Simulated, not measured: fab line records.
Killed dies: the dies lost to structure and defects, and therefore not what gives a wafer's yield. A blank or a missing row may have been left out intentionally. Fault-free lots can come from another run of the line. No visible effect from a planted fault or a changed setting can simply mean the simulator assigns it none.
fab line records ; flow n5Finfet
record lots=7; wafers=21
route steps=1938 shown BEOL_M7@1273 BEOL_M8@1332 BEOL_M9@1404
startH: the number of hours between the record's first day and the start of the first shown wafer of the lot ; waitH: hours since the lot's step before ; " same as the row above ; L1.1+2: one row covering several wafers at once ; - no value present, or no start provided ; * or withheld: withheld ; < > ~ a bound
route shown NAME@n: NAME is a module with steps in the file, n the number in the route of the first one ; usual: mean/standard deviation of fault-free wafers ; same: alike in all rows ; chamber/n: place in a boat ; sites: each site's reading ; _std_site: the standard deviation of these ; _edge_site: the outer-site mean with the inner-site mean subtracted ; radiusMm: how far each site lies from the wafer's centre ; mask NAME#n: copy n ; behind: the last tool/chamber to shape the wafer ; hold: what put the lot on hold/how long, in hours/how the hold closed ; device: the transistor (n, p or np) that didn't switch ; end of line: the same wafers' tests at the end of the route ; where a step has no rows: the recipe by itself ; killed: the dies lost at the first sort to structure and to defects; this is not the yield of the wafer ; map: shows each die of a wafer: x if killed, . if not, _ if none is there
set.NAME: the run value of the setting; set.NAME@STEP: its run value at that earlier step ; model.NAME: the simulator's own value behind a step, which no gauge read
lots whose settings were changed on purpose; a table a step, a row a wafer
## steps
# step N5_BEOL_M7_EXPOSE_08
# recipe maskId=M7; na=1.35; sourceShape=dipole; sigmaInner=0.817; sigmaOuter=0.97; polarization=te; doseMj=68.25
lot.wafer;tool;chamber;startH;waitH;mask;set.doseMj
L077.3+4;arfiScanner-01;0;204.87;-;M7#0;65.46
L077.5;arfiScanner-01;0;204.87;-;M7#0;68.25
L079.3+6;arfiScanner-01;0;216.12;-;M7#0;68.25
L079.5;arfiScanner-01;0;216.12;-;M7#0;72.75
L082.4+5+6;arfiScanner-02;0;251.36;-;M7#0;68.25
L091.3;arfiScanner-03;0;291.54;-;M7#0;68.25
L091.4+5;arfiScanner-03;0;291.54;-;M7#0;69.7
L093.1+2+4;arfiScanner-01;0;305.68;-;M7#0;68.25
L095.2+5+6;arfiScanner-02;0;310.66;-;M7#0;68.25
L094.2+4;arfiScanner-03;0;318.65;-;M7#0;65.19
L094.6;arfiScanner-03;0;318.65;-;M7#0;68.25
# step N5_BEOL_M7_PEB_09
# recipe pebTempC=withheld; pebTimeS=60; resist=CAR-ArF
# step N5_BEOL_M7_DEVELOP_10
# recipe developTimeS=30; developer=TMAH; resist=CAR-ArF; rinseLiquid=diw; dry=airSpin; devTempC=23
# step N5_BEOL_M7_CD_MEAS_11
# recipe targetCdNm=38.5; landingEnergyEv=500; detector=seInlens; polarity=opening
# usual cdNm=38.5/0.44
lot.wafer;tool;chamber;startH;waitH;set.doseMj@BEOL_M7_EXPOSE_08;cdNm
L077.3;cdSem-01;0;204.99;-;65.46;36.7
L077.4;cdSem-01;0;204.99;-;65.46;36.2
L077.5;cdSem-01;0;204.99;-;68.25;37.9
L079.3;cdSem-01;0;216.23;-;68.25;38.5
L079.5;cdSem-01;0;216.23;-;72.75;41.8
L079.6;cdSem-01;0;216.23;-;68.25;38.9
L082.4;cdSem-02;0;251.48;-;68.25;38.3
L082.5;cdSem-02;0;251.48;-;68.25;38.2
L082.6;cdSem-02;0;251.48;-;68.25;38.1
L091.3;cdSem-03;0;291.66;-;68.25;39.2
L091.4;cdSem-03;0;291.66;-;69.7;40.1
L091.5;cdSem-03;0;291.66;-;69.7;39.7
L093.1;cdSem-01;0;305.82;-;68.25;38.0
L093.2;cdSem-01;0;305.82;-;68.25;37.3
L093.4;cdSem-01;0;305.82;-;68.25;38.1
L095.2;cdSem-03;0;310.78;-;68.25;38.3
L095.5;cdSem-03;0;310.78;-;68.25;38.8
L095.6;cdSem-03;0;310.78;-;68.25;38.0
L094.2;cdSem-01;0;318.77;-;65.19;37.2
L094.4;cdSem-01;0;318.77;-;65.19;36.7
L094.6;cdSem-01;0;318.77;-;68.25;38.8
# step N5_BEOL_M7_DESCUM_16
# recipe chemistry=O2; timeS=7.9; sourcePowerW=50; biasPowerW=20; pressureMtorr=20; rfFrequencyHz=2.712e+07; tempC=40; resist=CAR-ArF; o2FlowSccm=225
# step N5_BEOL_M7_ETCH_61
# recipe chemistry=CF4; target=SiARC; targetDepthA=455; maskMaterial=CAR-ArF; timeS=75.8; ionEnergyEv=80; pressureMtorr=40; sourceW=545; biasW=36; Ar_flow_sccm=100; cf4FlowSccm=100; ends=cleared
lot.wafer;tool;chamber;startH;waitH;set.spinRpm@BEOL_M7_COAT_60;set.doseMj@BEOL_M7_EXPOSE_08;model.etch.depthNm;model.CAR-ArF_of_BEOL_M7_COAT_05.thkNm;model.BEOL_M7.cdOffsetNm
L077.3;rieDiel-04;2;205.57;0.0;1500;65.46;35.06;50.8;-2.2
L077.4;rieDiel-04;1;205.57;0.0;1500;65.46;35.16;51;-2.4
L077.5;rieDiel-04;2;205.57;0.0;1500;68.25;35.12;50.8;-0.6
L079.3;rieDiel-01;0;216.91;0.0;1500;68.25;35.03;50.6;0.2
L079.5;rieDiel-01;3;216.91;0.0;1500;72.75;35.02;50.6;3.2
L079.6;rieDiel-01;0;216.91;0.0;1346;68.25;37.06;48.6;0.6
L082.4;rieDiel-01;3;252.39;0.0;1500;68.25;34.96;51.2;-0.4
L082.5;rieDiel-01;0;252.39;0.0;1500;68.25;35;50.8;-0.4
L082.6;rieDiel-01;3;252.39;0.0;1500;68.25;35.06;51.2;-0.6
L091.3;rieDiel-04;3;292.35;0.0;1500;68.25;35.09;51;0.4
L091.4;rieDiel-04;1;292.35;0.0;1581;69.7;34.22;51.6;1.4
L091.5;rieDiel-04;3;292.35;0.0;1581;69.7;34.19;51.4;1
L093.1;rieDiel-04;0;305.96;0.0;1500;68.25;35.21;50.8;-0.8
L093.2;rieDiel-04;2;305.96;0.0;1500;68.25;35.23;50.6;-1.2
L093.4;rieDiel-04;1;305.96;0.0;1500;68.25;35.17;51;-0.8
L095.2;rieDiel-01;3;312.68;0.0;1500;68.25;35.03;51;-0.2
L095.5;rieDiel-01;0;312.68;0.0;1616;68.25;33.74;52.4;0
L095.6;rieDiel-01;2;312.68;0.0;1616;68.25;33.67;52.2;-0.2
L094.2;rieDiel-03;3;318.89;0.0;1621;65.19;33.69;52.6;-1.4
L094.4;rieDiel-03;1;318.89;0.0;1500;65.19;35.05;51.2;-1.8
L094.6;rieDiel-03;3;318.89;0.0;1621;68.25;33.63;52.8;0.2
# step N5_BEOL_M7_ETCH_62
# recipe chemistry=N2/H2; target=SOC; targetDepthA=1100; overetchA=220; maskMaterial=SiARC; tempC=40; timeS=165; ionEnergyEv=200; pressureMtorr=30; sourceW=840; biasW=150; n2FlowSccm=200; h2FlowSccm=200
lot.wafer;tool;chamber;startH;waitH;set.doseMj@BEOL_M7_EXPOSE_08;model.BEOL_M7.cdOffsetNm
L077.3;rieDiel-04;2;205.62;0.0;65.46;-2.2
L077.4;rieDiel-04;1;205.62;0.0;65.46;-2.4
L077.5;rieDiel-04;2;205.62;0.0;68.25;-0.6
L079.3;rieDiel-01;0;216.97;0.0;68.25;0
L079.5;rieDiel-01;3;216.97;0.0;72.75;3.2
L079.6;rieDiel-01;0;216.97;0.0;68.25;0.6
L082.4+6;rieDiel-01;3;252.45;0.0;68.25;-0.4
L082.5;rieDiel-01;0;252.45;0.0;68.25;-0.6
L091.3;rieDiel-04;3;292.41;0.0;68.25;0.4
L091.4;rieDiel-04;1;292.41;0.0;69.7;1.4
L091.5;rieDiel-04;3;292.41;0.0;69.7;0.8
L093.1+4;rieDiel-04;0,1;306.01;0.0;68.25;-0.6
L093.2;rieDiel-04;2;306.01;0.0;68.25;-1
L095.2+5+6;rieDiel-01;3,0,2;312.73;0.0;68.25;0
L094.2;rieDiel-03;3;318.95;0.0;65.19;-1.2
L094.4;rieDiel-03;1;318.95;0.0;65.19;-1.6
L094.6;rieDiel-03;3;318.95;0.0;68.25;0.4
# step N5_BEOL_M7_STRIP_68
# recipe chemistry=N2/H2; tempC=40; n2FlowSccm=200; h2FlowSccm=200; rfFrequencyHz=6e+07
# step N5_BEOL_M7_STRIP_67
# recipe chemistry=CF4; resist=SiARC; powerW=300; biasPowerW=75; pressureMtorr=50; cf4FlowSccm=150; rfFrequencyHz=6e+07
# step N5_BEOL_M7_HM_OPEN_17
# recipe chemistry=Cl2/BCl3; targetDepthA=200; overetchA=60; target=TiN; maskMaterial=SOC; ionEnergyEv=150; pressureMtorr=10; icpW=1000; biasW=126; Cl2_flow_sccm=53.25; bcl3FlowSccm=21.75; Ar_flow_sccm=25
lot.wafer;tool;chamber;startH;waitH;set.doseMj@BEOL_M7_EXPOSE_08;model.BEOL_M7.cdOffsetNm
L077.3;rieMetal-03;0;205.84;0.1;65.46;-2.2
L077.4;rieMetal-03;1;205.84;0.1;65.46;-2.6
L077.5;rieMetal-03;0;205.84;0.1;68.25;-0.6
L079.3;rieMetal-02;0;217.19;0.1;68.25;0.2
L079.5;rieMetal-02;1;217.19;0.1;72.75;3
L079.6;rieMetal-02;0;217.19;0.1;68.25;0.6
L082.4+5+6;rieMetal-03;1,1,0;252.67;0.1;68.25;-0.6
L091.3;rieMetal-01;0;292.63;0.1;68.25;0.4
L091.4;rieMetal-01;1;292.63;0.1;69.7;1.6
L091.5;rieMetal-01;0;292.63;0.1;69.7;0.8
L093.1+4;rieMetal-02;1;306.20;0.0;68.25;-0.6
L093.2;rieMetal-02;0;306.20;0.0;68.25;-1
L095.2+5+6;rieMetal-03;1,1,0;312.92;0.0;68.25;0
L094.2;rieMetal-01;0;319.14;0.0;65.19;-1.2
L094.4;rieMetal-01;0;319.14;0.0;65.19;-1.6
L094.6;rieMetal-01;1;319.14;0.0;68.25;0.4
# step N5_BEOL_M7_STRIP_19
# recipe chemistry=O2; powerW=400; tempC=40; pressureMtorr=30; rfFrequencyHz=6e+07; biasPowerW=0; overashFraction=0.2; o2FlowSccm=225
# step N5_BEOL_M7_CD_MEAS_18
# recipe pitchNm=80; targetCdNm=40
# usual cdNm=39.9/0.49
lot.wafer;tool;chamber;startH;waitH;set.doseMj@BEOL_M7_EXPOSE_08;cdNm
L077.3;cdSem-01;-;206.00;0.1;65.46;37.7
L077.4;cdSem-01;-;206.00;0.1;65.46;37.4
L077.5;cdSem-01;-;206.00;0.1;68.25;39.5
L079.3;cdSem-02;-;217.42;0.1;68.25;40.2
L079.5;cdSem-02;-;217.42;0.1;72.75;42.7
L079.6;cdSem-02;-;217.42;0.1;68.25;40.7
L082.4;cdSem-03;-;252.90;0.1;68.25;39.3
L082.5;cdSem-03;-;252.90;0.1;68.25;39.8
L082.6;cdSem-03;-;252.90;0.1;68.25;39.1
L091.3;cdSem-03;-;292.79;0.1;68.25;40.2
L091.4;cdSem-03;-;292.79;0.1;69.7;41.6
L091.5;cdSem-03;-;292.79;0.1;69.7;40.9
L093.1;cdSem-03;-;306.51;0.0;68.25;39.4
L093.2;cdSem-03;-;306.51;0.0;68.25;38.9
L093.4;cdSem-03;-;306.51;0.0;68.25;39.6
L095.2;cdSem-02;-;313.22;0.1;68.25;40.1
L095.5;cdSem-02;-;313.22;0.1;68.25;40.2
L095.6;cdSem-02;-;313.22;0.1;68.25;39.8
L094.2;cdSem-03;-;319.43;0.1;65.19;38.8
L094.4;cdSem-03;-;319.43;0.1;65.19;38.6
L094.6;cdSem-03;-;319.43;0.1;68.25;40.2
# step N5_BEOL_M7_COAT_63
# recipe resist=SOC; tempC=250; timeS=60; spinRpm=1500; resistThkNm=60
# step N5_BEOL_M7_COAT_64
# recipe resist=SiARC; tempC=220; timeS=60; spinRpm=1500; resistThkNm=12
# step N5_BEOL_M7_PRECLEAN_42
# recipe chemistry=residueRemover; timeS=60; tempC=40
# step N5_BEOL_M7_SRD_43
# recipe timeS=30; tempC=23; rinseLiquid=diw; dry=ipaMarangoni
# step N5_BEOL_M7_CD_MEAS_35
# recipe targetCdNm=40; polarity=opening
# usual cdNm=39.9/0.46
lot.wafer;tool;chamber;startH;waitH;set.doseMj@BEOL_M7_EXPOSE_08;cdNm
L077.3;cdSem-01;-;207.98;0.0;65.46;38.0
L077.4;cdSem-01;-;207.98;0.0;65.46;37.6
L077.5;cdSem-01;-;207.98;0.0;68.25;39.7
L079.3;cdSem-03;-;218.53;0.0;68.25;40.1
L079.5;cdSem-03;-;218.53;0.0;72.75;43.1
L079.6;cdSem-03;-;218.53;0.0;68.25;40.6
L082.4;cdSem-01;-;254.57;0.0;68.25;39.5
L082.5;cdSem-01;-;254.57;0.0;68.25;39.5
L082.6;cdSem-01;-;254.57;0.0;68.25;39.3
L091.3;cdSem-02;-;295.48;0.0;68.25;40.2
L091.4;cdSem-02;-;295.48;0.0;69.7;41.6
L091.5;cdSem-02;-;295.48;0.0;69.7;41.0
L093.1;cdSem-01;-;307.93;0.0;68.25;39.3
L093.2;cdSem-01;-;307.93;0.0;68.25;38.8
L093.4;cdSem-01;-;307.93;0.0;68.25;39.7
L095.2;cdSem-01;-;316.03;0.0;68.25;39.9
L095.5;cdSem-01;-;316.03;0.0;68.25;39.9
L095.6;cdSem-01;-;316.03;0.0;68.25;40.0
L094.2;cdSem-03;-;322.64;0.0;65.19;38.8
L094.4;cdSem-03;-;322.64;0.0;65.19;38.2
L094.6;cdSem-03;-;322.64;0.0;68.25;40.4
# step N5_BEOL_M7_DEP_56
# recipe material=SiCN; targetThkA=100; tempC=withheld; precursor=3MS/NH3; pressureTorr=3; rfW=202; timeS=17.5
lot.wafer;tool;chamber;startH;waitH;set.timeS;model.SiCN_of_BEOL_M7_DEP_56.thkNm
L077.3;pecvd-01;1;210.55;0.0;17.5;9.8
L077.4+5;pecvd-01;0,1;210.55;0.0;18.96;10.6
L079.3;pecvd-01;0;221.55;0.0;17.5;10
L079.5+6;pecvd-01;1,0;221.55;0.0;18.54;10.6
L082.4+5+6;pecvd-01;1,2,0;256.51;0.0;17.5;10.2
L091.3;pecvd-03;2;300.82;0.0;17.5;10.2
L091.4;pecvd-03;0;300.82;0.0;17.5;10.4
L091.5;pecvd-03;1;300.82;0.0;18.72;11
L093.1+2;pecvd-01;1,2;311.36;0.0;17.5;10
L093.4;pecvd-01;2;311.36;0.0;17.5;9.8
L095.2;pecvd-04;1;319.61;0.0;19.37;10.8
L095.5;pecvd-04;2;319.61;0.0;19.37;11
L095.6;pecvd-04;1;319.61;0.0;17.5;10
L094.2+4;pecvd-01;2;325.73;0.0;17.5;10
L094.6;pecvd-01;2;325.73;0.0;17.5;10.2
# step N5_BEOL_M8_ILD_DEP_00
# recipe material=SiCOH_lowk; targetThkA=1797.5; tempC=300; precursor=DEMS/porogen; pressureTorr=5; rfW=500; timeS=33.4
lot.wafer;tool;chamber;startH;waitH;set.timeS;model.SiCOH_lowk_of_BEOL_M8_ILD_DEP_00.thkNm
L077.3+5;pecvd-01;1;210.70;0.1;33.4;184.2
L077.4;pecvd-01;0;210.70;0.1;33.4;182.2
L079.3;pecvd-04;0;221.71;0.1;33.4;181.6
L079.5;pecvd-04;2;221.71;0.1;33.4;181.2
L079.6;pecvd-04;0;221.71;0.1;33.4;182.8
L082.4;pecvd-01;2;256.65;0.1;33.4;180.4
L082.5;pecvd-01;1;256.65;0.1;33.4;182
L082.6;pecvd-01;0;256.65;0.1;33.4;180.8
L091.3;pecvd-01;0;300.95;0.0;29.21;154.2
L091.4;pecvd-01;1;300.95;0.0;33.4;180.2
L091.5;pecvd-01;2;300.95;0.0;29.21;157.4
L093.1;pecvd-02;1;311.51;0.0;33.4;177.8
L093.2;pecvd-02;0;311.51;0.0;36.22;189.2
L093.4;pecvd-02;2;311.51;0.0;33.4;179.6
L095.2;pecvd-01;2;319.76;0.0;30.81;165.6
L095.5;pecvd-01;2;319.76;0.0;33.4;179.6
L095.6;pecvd-01;1;319.76;0.0;30.81;167.2
L094.2;pecvd-02;2;325.88;0.0;33.4;179
L094.4;pecvd-02;1;325.88;0.0;33.4;181
L094.6;pecvd-02;0;325.88;0.0;38.08;204.6
# step N5_BEOL_M8_CURE_74
# recipe tempC=385; timeS=240; ambient=He/Ar; material=SiCOH_lowk
lot.wafer;tool;chamber;startH;waitH;set.timeS@BEOL_M8_ILD_DEP_00;model.SiCOH_lowk_of_BEOL_M8_ILD_DEP_00.thkNm
L077.3;uvCure-03;0;210.93;0.2;33.4;158.8
L077.4;uvCure-03;0;210.93;0.2;33.4;157.2
L077.5;uvCure-03;0;210.93;0.2;33.4;159
L079.3;uvCure-03;1;221.93;0.2;33.4;156.6
L079.5;uvCure-03;1;221.93;0.2;33.4;156.2
L079.6;uvCure-03;1;221.93;0.2;33.4;157.6
L082.4;uvCure-01;0;256.93;0.3;33.4;155.6
L082.5;uvCure-01;0;256.93;0.3;33.4;157
L082.6;uvCure-01;0;256.93;0.3;33.4;155.8
L091.3;uvCure-02;2;301.17;0.2;29.21;132.8
L091.4;uvCure-02;2;301.17;0.2;33.4;155.4
L091.5;uvCure-02;2;301.17;0.2;29.21;135.6
L093.1;uvCure-02;1;311.57;0.0;33.4;153.2
L093.2;uvCure-02;1;311.57;0.0;36.22;163.4
L093.4;uvCure-02;1;311.57;0.0;33.4;154.8
L095.2;uvCure-02;1;320.01;0.2;30.81;142.6
L095.5;uvCure-02;1;320.01;0.2;33.4;154.8
L095.6;uvCure-02;1;320.01;0.2;30.81;144.2
L094.2;uvCure-03;0;326.02;0.1;33.4;154.4
L094.4;uvCure-03;0;326.02;0.1;33.4;156.2
L094.6;uvCure-03;0;326.02;0.1;38.08;176.8
# step N5_BEOL_M8_THK_MEAS_01
# recipe reads=SiCOH_lowk_of_BEOL_M8_ILD_DEP_00
# usual M8_ILD_THK=155.0/1.8
lot.wafer;tool;chamber;startH;waitH;set.timeS@BEOL_M8_ILD_DEP_00;M8_ILD_THK[nm]
L077.3;filmMetro-01;-;211.28;0.3;33.4;158.9
L077.4;filmMetro-01;-;211.28;0.3;33.4;157.3
L077.5;filmMetro-01;-;211.28;0.3;33.4;158.9
L079.3;filmMetro-01;-;222.29;0.3;33.4;156.6
L079.5;filmMetro-01;-;222.29;0.3;33.4;156.2
L079.6;filmMetro-01;-;222.29;0.3;33.4;157.8
L082.4;filmMetro-01;-;257.20;0.2;33.4;155.6
L082.5;filmMetro-01;-;257.20;0.2;33.4;156.9
L082.6;filmMetro-01;-;257.20;0.2;33.4;155.7
L091.3;filmMetro-01;-;301.53;0.3;29.21;132.8
L091.4;filmMetro-01;-;301.53;0.3;33.4;155.4
L091.5;filmMetro-01;-;301.53;0.3;29.21;135.6
L093.1;filmMetro-01;-;312.09;0.4;33.4;153.3
L093.2;filmMetro-01;-;312.09;0.4;36.22;163.3
L093.4;filmMetro-01;-;312.09;0.4;33.4;154.9
L095.2;filmMetro-02;-;320.84;0.7;30.81;142.6
L095.5;filmMetro-02;-;320.84;0.7;33.4;154.8
L095.6;filmMetro-02;-;320.84;0.7;30.81;144.1
L094.2;filmMetro-02;-;326.46;0.4;33.4;154.3
L094.4;filmMetro-02;-;326.46;0.4;33.4;155.9
L094.6;filmMetro-02;-;326.46;0.4;38.08;176.8
# step N5_BEOL_M8_ETCH_62
# recipe chemistry=N2/H2; target=SOC; targetDepthA=1100; overetchA=220; maskMaterial=SiARC; tempC=40; timeS=165; ionEnergyEv=200; pressureMtorr=30; sourceW=840; biasW=150; n2FlowSccm=200; h2FlowSccm=200
# usual rfVppV=522.5/2
lot.wafer;tool;chamber;startH;waitH;set.sourceW;rfVppV;model.SiARC_of_BEOL_M8_COAT_60.thkNm
L077.3;rieDiel-05;2;212.68;0.0;709.8;553.5;28.8
L077.4;rieDiel-05;1;212.68;0.0;840;521.6;28.2
L077.5;rieDiel-05;3;212.68;0.0;709.8;553.0;28.8
L079.3;rieDiel-05;2;224.40;0.0;840;526.5;28.2
L079.5;rieDiel-05;2;224.40;0.0;840;526.6;28.2
L079.6;rieDiel-05;3;224.40;0.0;840;522.9;28.4
L082.4;rieDiel-06;2;258.55;0.1;840;522.0;28.2
L082.5;rieDiel-06;0;258.55;0.1;840;522.2;28.4
L082.6;rieDiel-06;3;258.55;0.1;840;520.6;28.4
L091.3;rieDiel-06;3;303.18;0.0;840;519.7;28.4
L091.4;rieDiel-06;1;303.18;0.0;840;523.1;28.4
L091.5;rieDiel-06;2;303.18;0.0;962.7;497.4;27.8
L093.1;rieDiel-05;3;313.60;0.0;840;521.2;28.2
L093.2;rieDiel-05;1;313.60;0.0;701;555.0;28.8
L093.4;rieDiel-05;2;313.60;0.0;840;526.4;28.2
L095.2;rieDiel-05;1;324.36;0.0;840;522.9;28.2
L095.5;rieDiel-05;1;324.36;0.0;840;521.7;28.2
L095.6;rieDiel-05;0;324.36;0.0;840;521.4;28.4
L094.2;rieDiel-02;0;327.28;0.0;961.6;504.0;28
L094.4;rieDiel-02;1;327.28;0.0;961.6;496.1;28
L094.6;rieDiel-02;2;327.28;0.0;840;526.4;28.4
# step N5_BEOL_M9_PECVD_70
# recipe material=SiO2; targetThkA=200; tempC=400; precursor=TEOS/O2; pressureTorr=5.5; rfW=450; teosFlowSccm=53.8; gas=O2; flowSccm=3000; timeS=22.7
lot.wafer;tool;chamber;startH;waitH;set.timeS;model.SiO2_of_BEOL_M9_PECVD_70.thkNm
L077.3+4;pecvd-01;0,1;218.05;0.1;22.7;20
L077.5;pecvd-01;1;218.05;0.1;23.99;21
L079.3;pecvd-03;1;230.83;0.0;22.7;19.6
L079.5;pecvd-03;1;230.83;0.0;19.94;17.8
L079.6;pecvd-03;2;230.83;0.0;19.94;17.4
L082.4;pecvd-03;2;264.57;0.1;22.7;19.6
L082.5+6;pecvd-03;1,0;264.57;0.1;22.7;19.8
L091.3;pecvd-01;0;309.52;0.0;22.7;20
L091.4;pecvd-01;1;309.52;0.0;22.7;20.2
L091.5;pecvd-01;2;309.52;0.0;23.92;21.4
L093.1;pecvd-02;0;319.85;0.0;24.46;21.6
L093.2;pecvd-02;2;319.85;0.0;22.7;20
L093.4;pecvd-02;2;319.85;0.0;22.7;20.2
L095.2;pecvd-01;1;329.82;0.0;22.7;19.6
L095.5;pecvd-01;2;329.82;0.0;22.7;20.2
L095.6;pecvd-01;1;329.82;0.0;24.41;21.2
L094.2;pecvd-03;0;331.82;0.0;25.91;22.6
L094.4;pecvd-03;1;331.82;0.0;22.7;20.2
L094.6;pecvd-03;2;331.82;0.0;22.7;19.8
# step N5_BEOL_M9_COAT_05
# recipe resist=CAR-ArF; spinRpm=1500; resistThkNm=90
lot.wafer;tool;chamber;startH;waitH;set.spinRpm;model.CAR-ArF_of_BEOL_M9_COAT_05.thkNm
L077.3;lithoTrack-04;0;-;-;1572;88
L077.4;lithoTrack-04;0;-;-;1500;90
L077.5;lithoTrack-04;0;-;-;1500;89.8
L079.3;lithoTrack-04;0;-;-;1500;90.6
L079.5;lithoTrack-04;0;-;-;1548;89.2
L079.6;lithoTrack-04;0;-;-;1500;90.4
L082.4+6;lithoTrack-04;0;-;-;1500;90.2
L082.5;lithoTrack-04;0;-;-;1500;90.4
L091.3+5;lithoTrack-05;0;-;-;1500;89.8
L091.4;lithoTrack-05;0;-;-;1500;90
L093.1;lithoTrack-04;0;-;-;1500;89.8
L093.2;lithoTrack-04;0;-;-;1500;90
L093.4;lithoTrack-04;0;-;-;1500;90.2
L095.2;lithoTrack-01;0;-;-;1419;93
L095.5+6;lithoTrack-01;0;-;-;1500;90.2
L094.2;lithoTrack-04;0;-;-;1500;90.4
L094.4;lithoTrack-04;0;-;-;1500;90.6
L094.6;lithoTrack-04;0;-;-;1500;90.8
# step N5_BEOL_M9_EBR_07
# recipe solvent=PGMEA; ebrWidthMm=1.5
# step N5_BEOL_M9_SOFTBAKE_06
# recipe tempC=110; timeS=60; resist=CAR-ArF
# step N5_BEOL_M9_EXPOSE_08
# recipe maskId=M9; na=1.35; sourceShape=dipole; sigmaInner=0.411; sigmaOuter=0.611; polarization=te; doseMj=53.75
# step N5_BEOL_M9_PEB_09
# recipe pebTempC=withheld; pebTimeS=60; resist=CAR-ArF
# step N5_BEOL_M9_DEVELOP_10
# recipe developTimeS=30; developer=TMAH; resist=CAR-ArF; rinseLiquid=diw; dry=airSpin; devTempC=23
lot.wafer;tool;chamber;startH;waitH;set.spinRpm@BEOL_M9_COAT_05;model.CAR-ArF_of_BEOL_M9_COAT_05.thkNm
L077.3;lithoTrack-04;0;-;-;1572;86.2
L077.4;lithoTrack-04;0;-;-;1500;88.2
L077.5;lithoTrack-04;0;-;-;1500;88
L079.3+6;lithoTrack-01;0;-;-;1500;88.8
L079.5;lithoTrack-01;0;-;-;1548;87.6
L082.4+5+6;lithoTrack-04;0;-;-;1500;88.6
L091.3+5;lithoTrack-05;0;-;-;1500;88
L091.4;lithoTrack-05;0;-;-;1500;88.4
L093.1;lithoTrack-04;0;-;-;1500;88.2
L093.2+4;lithoTrack-04;0;-;-;1500;88.4
L095.2;lithoTrack-05;0;-;-;1419;91.2
L095.5+6;lithoTrack-05;0;-;-;1500;88.6
L094.2+4;lithoTrack-04;0;-;-;1500;88.8
L094.6;lithoTrack-04;0;-;-;1500;89
# step N5_BEOL_M9_DESCUM_16
# recipe chemistry=O2; timeS=7.9; sourcePowerW=50; biasPowerW=20; pressureMtorr=20; rfFrequencyHz=2.712e+07; tempC=40; resist=CAR-ArF; o2FlowSccm=225
# step N5_BEOL_M9_ETCH_61
# recipe chemistry=CF4; target=SiARC; targetDepthA=390; maskMaterial=CAR-ArF; timeS=65; ionEnergyEv=80; pressureMtorr=40; sourceW=545; biasW=36; Ar_flow_sccm=100; cf4FlowSccm=100; ends=cleared
lot.wafer;tool;chamber;startH;waitH;set.spinRpm@BEOL_M9_COAT_05;model.CAR-ArF_of_BEOL_M9_COAT_05.thkNm
L077.3;rieDiel-04;0;219.66;0.0;1572;53.4
L077.4;rieDiel-04;0;219.66;0.0;1500;55.6
L077.5;rieDiel-04;2;219.66;0.0;1500;55.2
L079.3;rieDiel-01;3;231.51;0.0;1500;56
L079.5;rieDiel-01;1;231.51;0.0;1548;54.8
L079.6;rieDiel-01;2;231.51;0.0;1500;55.8
L082.4;rieDiel-01;0;265.32;0.0;1500;56
L082.5+6;rieDiel-01;2,3;265.32;0.0;1500;55.8
L091.3;rieDiel-04;2;312.61;0.0;1500;55.4
L091.4+5;rieDiel-04;3,1;312.61;0.0;1500;55.6
L093.1;rieDiel-03;1;322.81;0.0;1500;55.2
L093.2;rieDiel-03;0;322.81;0.0;1500;55.4
L093.4;rieDiel-03;1;322.81;0.0;1500;55.6
L095.2;rieDiel-01;0;331.09;0.0;1419;58.6
L095.5+6;rieDiel-01;3,0;331.09;0.0;1500;55.8
L094.2+4;rieDiel-01;1,3;334.37;0.0;1500;56
L094.6;rieDiel-01;1;334.37;0.0;1500;56.2
## key
split step=N5_BEOL_M7_EXPOSE_08; setting=doseMj; stated=68.25; by=wafer
response step=N5_BEOL_M7_CD_MEAS_11; reading=cdNm; change=+0.422; per=1%; r=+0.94
response step=N5_BEOL_M7_ETCH_61; reading=model.BEOL_M7.cdOffsetNm; change=+0.415; per=1%; r=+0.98
response step=N5_BEOL_M7_ETCH_62; reading=model.BEOL_M7.cdOffsetNm; change=+0.42; per=1%; r=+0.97
response step=N5_BEOL_M7_HM_OPEN_17; reading=model.BEOL_M7.cdOffsetNm; change=+0.404; per=1%; r=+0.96
response step=N5_BEOL_M7_CD_MEAS_18; reading=cdNm; change=+0.375; per=1%; r=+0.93
response step=N5_BEOL_M7_CD_MEAS_35; reading=cdNm; change=+0.44; per=1%; r=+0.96
split step=N5_BEOL_M7_DEP_56; setting=timeS; stated=17.5; by=wafer
response step=N5_BEOL_M7_DEP_56; reading=model.SiCN_of_BEOL_M7_DEP_56.thkNm; change=+0.0924; per=1%; r=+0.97
split step=N5_BEOL_M8_ILD_DEP_00; setting=timeS; stated=33.4; by=wafer
response step=N5_BEOL_M8_ILD_DEP_00; reading=model.SiCOH_lowk_of_BEOL_M8_ILD_DEP_00.thkNm; change=+1.74; per=1%; r=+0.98
response step=N5_BEOL_M8_CURE_74; reading=model.SiCOH_lowk_of_BEOL_M8_ILD_DEP_00.thkNm; change=+1.52; per=1%; r=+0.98
response step=N5_BEOL_M8_THK_MEAS_01; reading=M8_ILD_THK; change=+1.52; per=1%; r=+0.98
split step=N5_BEOL_M8_ETCH_62; setting=sourceW; stated=840; by=wafer
response step=N5_BEOL_M8_ETCH_62; reading=rfVppV; change=-1.85; per=1%; r=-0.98
response step=N5_BEOL_M8_ETCH_62; reading=model.SiARC_of_BEOL_M8_COAT_60.thkNm; change=-0.0361; per=1%; r=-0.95
split step=N5_BEOL_M9_PECVD_70; setting=timeS; stated=22.7; by=wafer
response step=N5_BEOL_M9_PECVD_70; reading=model.SiO2_of_BEOL_M9_PECVD_70.thkNm; change=+0.181; per=1%; r=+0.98
split step=N5_BEOL_M9_COAT_05; setting=spinRpm; stated=1500; by=wafer
response step=N5_BEOL_M9_COAT_05; reading=model.CAR-ArF_of_BEOL_M9_COAT_05.thkNm; change=-0.455; per=1%; r=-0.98
response step=N5_BEOL_M9_DEVELOP_10; reading=model.CAR-ArF_of_BEOL_M9_COAT_05.thkNm; change=-0.432; per=1%; r=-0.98
response step=N5_BEOL_M9_ETCH_61; reading=model.CAR-ArF_of_BEOL_M9_COAT_05.thkNm; change=-0.452; per=1%; r=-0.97
split outsideThisFile step=N5_BEOL_M7_COAT_60 setting=spinRpm
# split outsideThisFile: this setting was split too, and the file shows its column; the key of that split is in another file
